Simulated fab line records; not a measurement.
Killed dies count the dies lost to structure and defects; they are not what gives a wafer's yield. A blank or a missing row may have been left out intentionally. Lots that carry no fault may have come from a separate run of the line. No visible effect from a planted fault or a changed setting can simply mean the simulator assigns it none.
fab line records	flow n5Finfet
record: lots: 11	wafers: 33	lastDay: 17
route steps=1938 shown BEOL_M12@1641 BEOL_M13@1659 PASSIVATION@1936
lots untouched by any fault: they come from a run of this same line in which no faults occurred
startH: hours from the record's first day to the start of the lot's first wafer shown	waitH: hours from the lot's prior step to this one	" same as the row above	L1.1+2: a row that stands for several wafers	- no value, or no start given	* or withheld: withheld	< > ~ a bound
route shown NAME@n: a module of which the file shows steps, and the number in the route of the first	usual: average and standard deviation across the fault-free wafers	same: alike in all rows	chamber/n: place in a boat	sites: per-site readings	_std_site: the values' standard deviation	_edge_site: mean of outer sites minus mean of inner sites	radiusMm: how far each site lies from the wafer's centre	mask NAME#n: copy n	behind: the most recent tool/chamber to have shaped the wafer	hold: what put the lot on hold/how long, in hours/how the hold closed	device: which transistor (n, p or np) failed to switch	end of line: the route-end tests of the same wafers	for a step that has no rows: nothing shown but its recipe	killed: the dies lost at the first sort to structure and to defects; this is not the yield of the wafer	map: the dies of a wafer, with x for killed, . for not killed, _ for no die there
set.NAME: setting as actually run; set.NAME@STEP: the setting as run at that earlier step	model.NAME: the simulator's own value behind a step, which no gauge read
a sample of lots followed through the steps of the route, with each step as a table and each wafer as a row
services: when a tool's chamber went out of use (startH, in hours from the record's first day, below 0 if earlier), for how many hours, and the reason
== steps ==
step: N5_BEOL_M12_OCD_MEAS_35
usual: trenchDepthNm: 322/4.7
lot.wafer	tool	chamber	startH	waitH	trenchDepthNm
L501.1	ocd-02	-	239.68	0.0	321
L501.3	"	-	"	"	328
L501.6	"	-	"	"	329
L500.2	ocd-01	-	242.47	0.0	319
L500.4	"	-	"	"	319
L500.5	"	-	"	"	324
L503.2	ocd-02	-	247.27	0.0	326
L503.3	"	-	"	"	323
L503.6	"	-	"	"	325
L505.1	ocd-01	-	256.15	0.0	316
L505.4	"	-	"	"	317
L505.6	"	-	"	"	320
L502.1	ocd-01	-	260.83	0.0	328
L502.2	"	-	"	"	326
L502.3	"	-	"	"	329
L506.2	ocd-02	-	265.82	0.0	314
L506.3	"	-	"	"	320
L506.6	"	-	"	"	322
L513.2	ocd-01	-	302.44	0.0	315
L513.5	"	-	"	"	317
L513.6	"	-	"	"	322
L512.1	ocd-01	-	315.71	0.0	316
L512.3	"	-	"	"	310
L512.4	"	-	"	"	315
L515.1	ocd-02	-	320.70	0.0	327
L515.3	"	-	"	"	331
L515.5	"	-	"	"	329
L521.2	ocd-01	-	353.81	0.0	322
L521.3	"	-	"	"	317
L521.5	"	-	"	"	314
L523.2	ocd-01	-	369.44	0.0	319
L523.3	"	-	"	"	320
L523.6	"	-	"	"	319
step: N5_BEOL_M12_SPUTTER_44
recipe: material: Ta	targetThkA: 100	tempC: 50	biasV: 80	powerW: 15000	chamberPressurePa: 0.07	timeS: 16.13
usual: throttleValvePct: 29.9/1.4
same: timeS: 16.13
lot.wafer	tool	chamber	startH	waitH	throttleValvePct
L501.1	pvdSputter-03	-	242.35	0.0	29.0
L501.3	"	-	"	"	29.7
L501.6	"	-	"	"	31.7
L500.2	pvdSputter-01	-	246.97	0.0	30.1
L500.4	"	-	"	"	28.2
L500.5	"	-	"	"	28.9
L503.2	pvdSputter-01	-	247.91	0.0	29.7
L503.3	"	-	"	"	30.7
L503.6	"	-	"	"	30.1
L505.1	pvdSputter-02	-	260.02	0.0	30.4
L505.4	"	-	"	"	27.7
L505.6	"	-	"	"	31.5
L502.1	pvdSputter-03	-	261.88	0.0	31.8
L502.2	"	-	"	"	31.8
L502.3	"	-	"	"	30.0
L506.2	pvdSputter-01	-	270.76	0.0	28.4
L506.3	"	-	"	"	30.8
L506.6	"	-	"	"	28.4
L513.2	pvdSputter-01	-	306.21	0.0	29.7
L513.5	"	-	"	"	30.6
L513.6	"	-	"	"	28.2
L512.1	pvdSputter-01	-	318.10	0.0	28.4
L512.3	"	-	"	"	28.5
L512.4	"	-	"	"	31.0
L515.1	pvdSputter-02	-	322.94	0.0	30.4
L515.3	"	-	"	"	31.6
L515.5	"	-	"	"	30.4
L521.2	pvdSputter-01	-	355.72	0.0	30.8
L521.3	"	-	"	"	29.8
L521.5	"	-	"	"	28.3
L523.2	pvdSputter-01	-	371.55	0.0	28.6
L523.3	"	-	"	"	30.1
L523.6	"	-	"	"	28.5
step: N5_BEOL_M12_ANNEAL_48
recipe: tempC: 225	timeS: 90	ambient: N2
usual: wafer_temp_C_max: 225.70/0.26
same: timeS: 90
lot.wafer	tool	chamber	startH	waitH	wafer_temp_C_max
L501.1	rtpAnneal-01	0	242.69	0.1	225.79
L501.3	"	0	"	"	225.66
L501.6	"	0	"	"	225.61
L500.2	rtpAnneal-01	0	247.35	0.1	225.64
L500.4	"	0	"	"	225.59
L500.5	"	0	"	"	225.44
L503.2	rtpAnneal-01	0	248.43	0.3	225.42
L503.3	"	0	"	"	225.36
L503.6	"	0	"	"	225.55
L505.1	rtpAnneal-02	0	260.36	0.1	225.67
L505.4	"	0	"	"	225.58
L505.6	"	0	"	"	225.79
L502.1	rtpAnneal-02	0	262.76	0.6	226.60
L502.2	"	0	"	"	225.82
L502.3	"	0	"	"	226.09
L506.2	rtpAnneal-01	0	271.30	0.3	225.65
L506.3	"	0	"	"	225.59
L506.6	"	0	"	"	225.21
L513.2	rtpAnneal-02	0	306.60	0.1	226.06
L513.5	"	0	"	"	226.66
L513.6	"	0	"	"	225.93
L512.1	rtpAnneal-02	0	318.46	0.1	225.94
L512.3	"	0	"	"	225.96
L512.4	"	0	"	"	226.00
L515.1	rtpAnneal-01	0	323.28	0.1	225.67
L515.3	"	0	"	"	225.64
L515.5	"	0	"	"	225.63
L521.2	rtpAnneal-01	0	356.10	0.1	225.44
L521.3	"	0	"	"	225.61
L521.5	"	0	"	"	225.43
L523.2	rtpAnneal-02	0	371.94	0.1	225.83
L523.3	"	0	"	"	225.78
L523.6	"	0	"	"	225.83
step: N5_BEOL_M13_ILD_DEP_00
recipe: material: SiOC	targetThkA: 8379.2	tempC: 350	precursor: DEMS/O2	pressureTorr: 5	rfW: 500	timeS: 166.4
usual: heaterPowerW: 497/58	showerheadPlenumPTorr: 5.690/0.017	throttleValvePct: 11.8/0.56
same: timeS: 166.4
lot.wafer	tool	chamber	startH	waitH	heaterPowerW	showerheadPlenumPTorr	throttleValvePct
L501.1	pecvd-04	0	243.50	0.0	542	5.708	12.1
L501.3	"	1	"	"	463	5.711	12.2
L501.6	"	1	"	"	489	5.723	12.0
L500.2	pecvd-01	1	248.09	0.0	360	5.660	13.1
L500.4	"	2	"	"	452	5.690	11.6
L500.5	"	1	"	"	429	5.656	13.4
L503.2	pecvd-04	1	249.17	0.0	497	5.708	12.3
L503.3	"	2	"	"	604	5.689	11.2
L503.6	"	2	"	"	491	5.680	11.4
L505.1	pecvd-03	2	261.14	0.0	453	5.689	11.1
L505.4	"	2	"	"	483	5.712	11.1
L505.6	"	1	"	"	444	5.699	11.9
L502.1	pecvd-04	1	263.58	0.0	440	5.715	12.1
L502.2	"	0	"	"	504	5.697	12.0
L502.3	"	2	"	"	491	5.679	11.5
L506.2	pecvd-03	2	272.04	0.0	485	5.710	11.2
L506.3	"	0	"	"	505	5.706	11.3
L506.6	"	0	"	"	520	5.698	11.7
L513.2	pecvd-04	1	307.33	0.0	460	5.702	12.0
L513.5	"	2	"	"	584	5.673	11.8
L513.6	"	0	"	"	558	5.687	12.2
L512.1	pecvd-03	1	319.24	0.0	546	5.684	11.8
L512.3	"	2	"	"	495	5.689	11.0
L512.4	"	2	"	"	517	5.707	11.3
L515.1	pecvd-01	0	324.07	0.0	584	5.675	11.7
L515.3	"	1	"	"	439	5.650	13.3
L515.5	"	1	"	"	353	5.654	13.4
L521.2	pecvd-01	0	356.84	0.0	576	5.685	11.7
L521.3	"	2	"	"	434	5.669	11.6
L521.5	"	0	"	"	608	5.685	11.8
L523.2	pecvd-03	1	372.67	0.0	539	5.691	11.5
L523.3	"	2	"	"	458	5.703	11.0
L523.6	"	0	"	"	513	5.693	11.5
step: N5_BEOL_M13_INSPECT_12
recipe: mode: adi	inspectInstrument: macro
usual: rawDefectCount: 2.2/1.4
lot.wafer	tool	chamber	startH	waitH	rawDefectCount
L501.1	defectInspect-02	-	244.13	0.0	1
L501.3	"	-	"	"	1
L501.6	"	-	"	"	2
L500.2	defectInspect-02	-	248.78	0.0	6
L500.4	"	-	"	"	2
L500.5	"	-	"	"	4
L503.2	defectInspect-02	-	249.68	0.0	3
L503.3	"	-	"	"	3
L503.6	"	-	"	"	3
L505.1	defectInspect-01	-	261.77	0.0	4
L505.4	"	-	"	"	3
L505.6	"	-	"	"	4
L502.1	defectInspect-01	-	264.21	0.0	3
L502.2	"	-	"	"	4
L502.3	"	-	"	"	3
L506.2	defectInspect-01	-	272.55	0.0	1
L506.3	"	-	"	"	0
L506.6	"	-	"	"	3
L513.2	defectInspect-01	-	307.84	0.0	2
L513.5	"	-	"	"	2
L513.6	"	-	"	"	3
L512.1	defectInspect-02	-	319.75	0.0	2
L512.3	"	-	"	"	2
L512.4	"	-	"	"	5
L515.1	defectInspect-01	-	324.58	0.0	3
L515.3	"	-	"	"	3
L515.5	"	-	"	"	3
L521.2	defectInspect-01	-	357.47	0.0	>300
L521.3	"	-	"	"	4
L521.5	"	-	"	"	>300
L523.2	defectInspect-01	-	373.18	0.0	2
L523.3	"	-	"	"	3
L523.6	"	-	"	"	1
step: N5_PASSIVATION_PROBE_49
usual: defectLimitedYield: 91.5/1.4	killed_at_M0_to_M3: 32/9.7	killed_at_M4_up: 14/5.3	killedAtContacts: 11/6	killedAtFrontEnd: 39/14	killedAtOther: 3.3/2.7	killedDies: 100/17	killedOnRim: 14/4	killedOpen: 66/13	killedShort: 32/7.4	sort_bin_5_function: 4.9/0.9	sort_bin_6_memory: 3.2/0.72	sort_bin_8_speed: 0.00/0.0071	sortNPass: 1080/17	sortYieldPct: 91.5/1.4
same: grossDies: 1180	killedAtBackSide: 0	sort_bin_4_leakage[%]: 0
lot.wafer	tool	chamber	startH	waitH	defectLimitedYield[%]	killed_at_M0_to_M3	killed_at_M4_up	killedAtContacts	killedAtFrontEnd	killedAtOther	killedDies	killedOnRim	killedOpen	killedShort	sort_bin_5_function[%]	sort_bin_6_memory[%]	sort_bin_8_speed[%]	sortNPass	sortYieldPct[%]
L505.1	prober-02	-	294.63	0.0	89.0	34	12	27	52	5	130	10	89	41	6.6	4.3	0	1050	89.0
L505.4	prober-02	-	294.78	0.2	92.2	35	9	5	38	5	92	13	54	38	5.1	2.6	0	1088	92.2
L505.6	prober-02	-	294.88	0.3	90.8	39	15	9	44	2	109	19	69	40	5.3	3.7	0	1071	90.8
L506.2	prober-02	-	305.18	0.1	91.7	46	16	13	18	5	98	14	66	32	5.3	2.6	0	1082	91.7
L506.3	prober-02	-	305.23	0.1	90.8	39	27	17	23	3	109	10	76	32	6.0	3.0	0	1071	90.8
L506.6	prober-02	-	305.38	0.3	93.4	17	14	11	32	4	78	15	57	20	4.2	2.4	0	1102	93.4
L513.2	prober-01	-	337.44	0.1	91.7	34	10	18	35	1	98	10	58	39	5.3	2.7	0	1082	91.7
L512.1	prober-02	-	351.37	0.0	90.4	48	23	6	30	6	113	13	85	28	5.4	4.0	0	1067	90.4
L512.3	prober-02	-	351.47	0.1	92.6	30	10	4	42	1	87	9	56	31	4.1	3.1	0	1093	92.6
L512.4	prober-02	-	351.52	0.2	90.6	29	16	8	51	7	111	12	74	37	4.7	4.3	0	1069	90.6
L515.1	prober-02	-	355.56	0.0	91.6	29	14	17	34	5	99	10	70	28	5.6	2.7	0	1081	91.6
L515.3	prober-02	-	355.66	0.1	92.5	36	13	8	27	4	88	10	53	35	4.2	3.1	0	1092	92.5
L515.5	prober-02	-	355.76	0.2	91.1	39	10	12	35	9	105	13	68	37	4.8	3.2	0	1075	91.1
L521.2	prober-02	-	392.33	0.1	83.9	46	116	2	26	0	190	28	66	29	10.0	3.4	0	990	83.9
L521.3	prober-02	-	392.38	0.1	91.8	39	15	2	41	0	97	15	61	28	4.3	2.9	0	1083	91.8
L521.5	prober-02	-	392.48	0.2	81.5	37	120	8	52	1	218	37	75	34	10.4	4.7	0	962	81.5
L523.2	prober-01	-	403.01	0.1	93.2	21	7	11	41	0	80	11	61	16	3.3	2.9	0	1100	93.2
L523.3	prober-01	-	403.06	0.1	92.9	15	11	7	46	5	84	14	50	34	4.7	1.9	0	1096	92.9
L523.6	prober-01	-	403.21	0.3	92.0	24	22	13	27	8	94	15	64	30	4.7	3.0	0	1086	92.0
killed by level:class
L505.1 MOL_CONTACT_COAG:geometricParticle:open=25 FIN_SAQP:geometricParticle:short=15 FIN_SAQP:geometricParticle:open=15 BEOL_M2:geometricParticle:open=9 BEOL_M3:geometricParticle:open=8 BEOL_M0_SAQP:geometricParticle:open=8 BEOL_M4:geometricParticle:open=7 STI_FIN_REVEAL:geometricParticle:open=6
L505.4 STI_FIN_REVEAL:geometricParticle:open=12 BEOL_M0_SAQP:geometricParticle:open=10 FIN_SAQP:geometricParticle:short=9 BEOL_M2:geometricParticle:open=9 BEOL_M0_SAQP:geometricParticle:short=8 GATE_CUT:geometricParticle:short=7 MOL_CONTACT_COAG:geometricParticle:open=4 BEOL_M2:geometricParticle:short=4
L505.6 FIN_SAQP:geometricParticle:short=12 BEOL_M2:geometricParticle:open=12 BEOL_M0_SAQP:geometricParticle:short=10 STI_FIN_REVEAL:geometricParticle:open=9 MOL_CONTACT_COAG:geometricParticle:open=8 BEOL_M0_SAQP:geometricParticle:open=8 BEOL_M4:geometricParticle:open=7 BEOL_M1:geometricParticle:open=5
L506.2 MOL_CONTACT_COAG:geometricParticle:open=11 BEOL_M2:geometricParticle:open=10 BEOL_M0_SAQP:geometricParticle:open=9 BEOL_M1:geometricParticle:open=9 STI_FIN_REVEAL:geometricParticle:open=7 BEOL_M1:geometricParticle:short=5 BEOL_M3:geometricParticle:short=4 BEOL_M3:geometricParticle:open=4
L506.3 MOL_CONTACT_COAG:geometricParticle:open=14 BEOL_M3:geometricParticle:open=13 BEOL_M4:geometricParticle:open=10 BEOL_M1:geometricParticle:open=9 STI_FIN_REVEAL:geometricParticle:open=8 BEOL_M5:geometricParticle:short=5 STARTING-WAFER:geometricParticle:short=5 BEOL_M3:geometricParticle:short=4
L506.6 STI_FIN_REVEAL:geometricParticle:open=11 MOL_CONTACT_COAG:geometricParticle:open=10 BEOL_M3:geometricParticle:open=6 FIN_SAQP:geometricParticle:open=5 BEOL_M4:geometricParticle:open=5 GATE_CUT:geometricParticle:short=4 BEOL_M2:geometricParticle:open=4 GATE_CUT:geometricParticle:open=3
L513.2 MOL_CONTACT_COAG:geometricParticle:open=14 BEOL_M0_SAQP:geometricParticle:open=13 BEOL_M0_SAQP:geometricParticle:short=11 STI_FIN_REVEAL:geometricParticle:open=8 FIN_SAQP:geometricParticle:short=7 FIN_SAQP:geometricParticle:open=6 BEOL_M4:geometricParticle:open=5 GATE_CUT:geometricParticle:short=4
L512.1 BEOL_M3:geometricParticle:open=16 BEOL_M4:geometricParticle:open=14 BEOL_M0_SAQP:geometricParticle:short=9 STI_FIN_REVEAL:geometricParticle:open=8 BEOL_M0_SAQP:geometricParticle:open=8 FIN_SAQP:geometricParticle:open=7 BEOL_M1:geometricParticle:open=6 MOL_CONTACT_COAG:geometricParticle:open=5
L512.3 BEOL_M3:geometricParticle:open=9 FIN_SAQP:geometricParticle:open=7 BEOL_M0_SAQP:geometricParticle:open=7 FIN_SAQP:geometricParticle:short=6 STI_FIN_REVEAL:geometricParticle:open=6 DUMMY_GATE:geometricParticle:open=5 GATE_CUT:geometricParticle:short=5 BEOL_M1:geometricParticle:open=4
L512.4 STI_FIN_REVEAL:geometricParticle:open=14 FIN_SAQP:geometricParticle:short=8 DUMMY_GATE:geometricParticle:open=8 BEOL_M3:geometricParticle:open=7 MOL_CONTACT_COAG:geometricParticle:open=7 BEOL_M0_SAQP:geometricParticle:open=6 FIN_SAQP:geometricParticle:open=5 BEOL_M5:geometricParticle:open=5
L515.1 MOL_CONTACT_COAG:geometricParticle:open=14 STI_FIN_REVEAL:geometricParticle:open=11 BEOL_M4:geometricParticle:open=11 BEOL_M0:geometricParticle:open=7 BEOL_M0_SAQP:geometricParticle:short=6 FIN_SAQP:geometricParticle:short=5 DUMMY_GATE:geometricParticle:short=4 BEOL_M0_SAQP:geometricParticle:open=4
L515.3 BEOL_M0_SAQP:geometricParticle:open=16 BEOL_M0_SAQP:geometricParticle:short=11 MOL_CONTACT_COAG:geometricParticle:open=7 FIN_SAQP:geometricParticle:open=5 FIN_SAQP:geometricParticle:short=5 STI_FIN_REVEAL:geometricParticle:open=5 BEOL_M4:geometricParticle:open=5 BEOL_M2:geometricParticle:open=4
L515.5 BEOL_M0_SAQP:geometricParticle:short=20 STI_FIN_REVEAL:geometricParticle:open=14 MOL_CONTACT_COAG:geometricParticle:open=12 BEOL_M0_SAQP:geometricParticle:open=7 FIN_SAQP:geometricParticle:open=5 BEOL_M3:geometricParticle:open=5 BEOL_M4:geometricParticle:open=5 BEOL_M2:geometricParticle:open=4
L521.2 BEOL_M13:unspecified=93 BEOL_M0_SAQP:geometricParticle:open=17 BEOL_M0_SAQP:geometricParticle:short=11 FIN_SAQP:geometricParticle:open=8 BEOL_M3:geometricParticle:open=8 BEOL_M4:geometricParticle:open=8 BEOL_M1:geometricParticle:open=6 FIN_SAQP:geometricParticle:short=5
L521.3 BEOL_M0_SAQP:geometricParticle:open=15 FIN_SAQP:geometricParticle:open=12 BEOL_M0_SAQP:geometricParticle:short=10 BEOL_M4:geometricParticle:open=10 FIN_SAQP:geometricParticle:short=8 HKMG_FIN:areaEtch=7 BEOL_M1:geometricParticle:open=6 BEOL_M3:geometricParticle:open=4
L521.5 BEOL_M13:unspecified=100 BEOL_M0_SAQP:geometricParticle:open=10 BEOL_M3:geometricParticle:open=10 FIN_SAQP:geometricParticle:short=9 FIN_SAQP:geometricParticle:open=9 HKMG_FIN:areaEtch=8 MOL_CONTACT_COAG:geometricParticle:open=6 BEOL_M1:geometricParticle:open=6
L523.2 STI_FIN_REVEAL:geometricParticle:open=13 MOL_CONTACT_COAG:geometricParticle:open=8 FIN_SAQP:geometricParticle:open=7 BEOL_M0_SAQP:geometricParticle:open=7 STARTING-WAFER:geometricParticle:open=6 GATE_CUT:geometricParticle:short=4 BEOL_M0_SAQP:geometricParticle:short=4 BEOL_M3:geometricParticle:open=4
L523.3 STI_FIN_REVEAL:geometricParticle:open=10 GATE_CUT:geometricParticle:short=7 GATE_CUT:geometricParticle:open=6 MOL_CONTACT_COAG:geometricParticle:open=6 FIN_SAQP:geometricParticle:short=5 FIN_SAQP:geometricParticle:open=5 STI_FIN_REVEAL:geometricParticle:short=4 BEOL_M3:geometricParticle:open=4
L523.6 MOL_CONTACT_COAG:geometricParticle:open=11 STI_FIN_REVEAL:geometricParticle:open=8 BEOL_M0_SAQP:geometricParticle:open=7 BEOL_M4:geometricParticle:open=7 BEOL_M5:geometricParticle:open=5 GATE_CUT:geometricParticle:short=4 BEOL_M1:geometricParticle:open=4 PASS1_CAP:geometricParticle:short=4
== services ==
tool	chamber	startH	hours	kind
pecvd-01	0	232.98	16.5	scheduledDown
pecvd-03	-	291.16	6.0	pm
pecvd-01	0	297.92	5.5	scheduledDown
pecvd-03	0	297.99	2.1	scheduledDown
pecvd-04	-	298.18	0.4	repair
pecvd-04	0	299.97	-	calibration
pecvd-04	-	310.59	0.5	repair
pecvd-04	-	318.37	0.7	repair
pecvd-04	-	330.29	1.7	repair
pvdSputter-03	-	355.18	4.5	repair
pecvd-04	-	355.62	1.7	repair
== key ==
firstSign: step: N5_BEOL_M13_INSPECT_12	reading: rawDefectCount	direction: up	sigmas: 99+	usual: 2.2	struck: >300
effect: step: N5_PASSIVATION_PROBE_49	reading: killed_at_M4_up	direction: up	sigmas: 20	usual: 14	struck: 118
moreKillsBornAt: N5_BEOL_M13_ILD_DEP_00@pecvd-01: 193
metAt N5_BEOL_M13_ILD_DEP_00
struckLots L521
struckWafers L521.2,L521.5
notActingAt N5_BEOL_M12_OCD_MEAS_35,N5_BEOL_M12_SPUTTER_44,N5_BEOL_M12_ANNEAL_48
onsetBetween 324.07 356.84
fault: kind: chamberParticleSource	tool: pecvd-01	chamber: 0	onsetH: 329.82	steps: N5_BEOL_M13_ILD_DEP_00	ratePerVisitCm2: 1.5708	endH: 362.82
